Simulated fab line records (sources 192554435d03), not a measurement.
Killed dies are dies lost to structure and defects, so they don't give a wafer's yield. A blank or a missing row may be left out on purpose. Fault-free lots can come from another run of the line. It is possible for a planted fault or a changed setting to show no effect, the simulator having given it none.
Split-lot experiment	flow n5 finfet	21 wafers read across 7 lots, on a route 1938 steps long

## ABOUT THE SPLIT
At N5_HKMG_FIN_ETCH_54 (etches SiARC in CF4, target depth 45.5 nm, time 75.8 s), the setting source w was moved away from the recipe's 545 W on 7 of the 21 wafers read, by -13.9% to +12.5%. This setting was run at the recipe's value on the other wafers.

The split's own step is where the reading is taken.

## THE READING
rf vpp V, in V, at N5_HKMG_FIN_ETCH_54 (etches SiARC in CF4, target depth 45.5 nm, time 75.8 s). Typical for fault-free wafers on this fab line: 184.0 V, with standard deviation 0.92 V.

wafer	tool, chamber at the split	source w as run, W	against the recipe	rf vpp V, V	against lot-mates on the recipe
L077.1	rie diel-01, 2	545	recipe	184.4	-
L077.2	rie diel-01, 1	613.1	+12.5%	177.1	-7.3
L077.4	rie diel-01, 3	545	recipe	184.5	-
L078.2	rie diel-01, 0	545	recipe	184.5	-
L078.4	rie diel-01, 2	494.2	-9.3%	190.0	+5.5
L078.5	rie diel-01, 0	494.2	-9.3%	188.4	+3.9
L080.1	rie diel-01, 2	545	recipe	183.3	-
L080.2	rie diel-01, 1	469.4	-13.9%	193.9	+11.1
L080.5	rie diel-01, 3	545	recipe	182.3	-
L090.2	rie diel-06, 0	545	recipe	183.7	-
L090.3	rie diel-06, 2	545	recipe	184.2	-
L090.5	rie diel-06, 3	545	recipe	183.0	-
L092.3	rie diel-05, 2	545	recipe	184.1	-
L092.4	rie diel-05, 1	545	recipe	182.2	-
L092.6	rie diel-05, 0	545	recipe	184.3	-
L096.3	rie diel-06, 0	545	recipe	183.4	-
L096.4	rie diel-06, 1	477.1	-12.5%	192.0	+8.6
L096.6	rie diel-06, 2	477.1	-12.5%	191.9	+8.5
L097.1	rie diel-06, 2	545	recipe	183.9	-
L097.2	rie diel-06, 0	545	recipe	184.5	-
L097.5	rie diel-06, 3	606	+11.2%	176.8	-7.4

THE FIT
A straight line over all 21 wafers: rf vpp V changes by -0.63 V for each +1% of source w; r = -0.98; the points scatter about the line by 0.84 V.
The same after taking each lot's own level away (the mean of its wafers on the recipe; 21 wafers): -0.656 V for each +1%; r = -0.98; scatter 0.87 V.
That fit puts the effect of the largest move of source w on the reading at 9.1 V.
Across the lots, their own levels run from 182.80 to 184.50 V, a range of 1.8 times the standard deviation given above.
The two slopes agree, so the slope changes little with the lot-to-lot level.
Check: with one of the wafers moved furthest among these (-13.9%) left out of the fit, the line predicts +8.59 V for it against its lot-mates. Against them it came out at +11.1 V.
Tool readings at the split's step, against how far the setting was moved: etch rf on time s r = -0.90; rf vpp V r = -0.98.

## FURTHER SPLITS ON THESE WAFERS
Other splits were also applied to these wafers ahead of the reading. Each is held against what the fit with the lots' levels taken away leaves over:
other split on the same wafers	wafers away from the commonest value	r with rf vpp V (lot level and that fit taken away)
N5_SD_EPI_N_ETCH_16 target depth a	7	+0.32
N5_SDB_COAT_03 spin rpm	9	+0.13

## THE WHOLE CHAIN: every reading that the file lists as answering this split, in the file's order
step	what it does	reading	change (the file's fit)	r (the file's)
N5_HKMG_FIN_ETCH_54	etches SiARC in CF4, target depth 45.5 nm, time 75.8 s	etch rf on time s	withheld for each +1% of the setting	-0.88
N5_HKMG_FIN_ETCH_54	etches SiARC in CF4, target depth 45.5 nm, time 75.8 s	rf vpp V	-0.669 V for each +1% of the setting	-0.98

## FILE'S OWN FIT
rf vpp V changes by -0.669 V for each +1% of source w, r = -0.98.
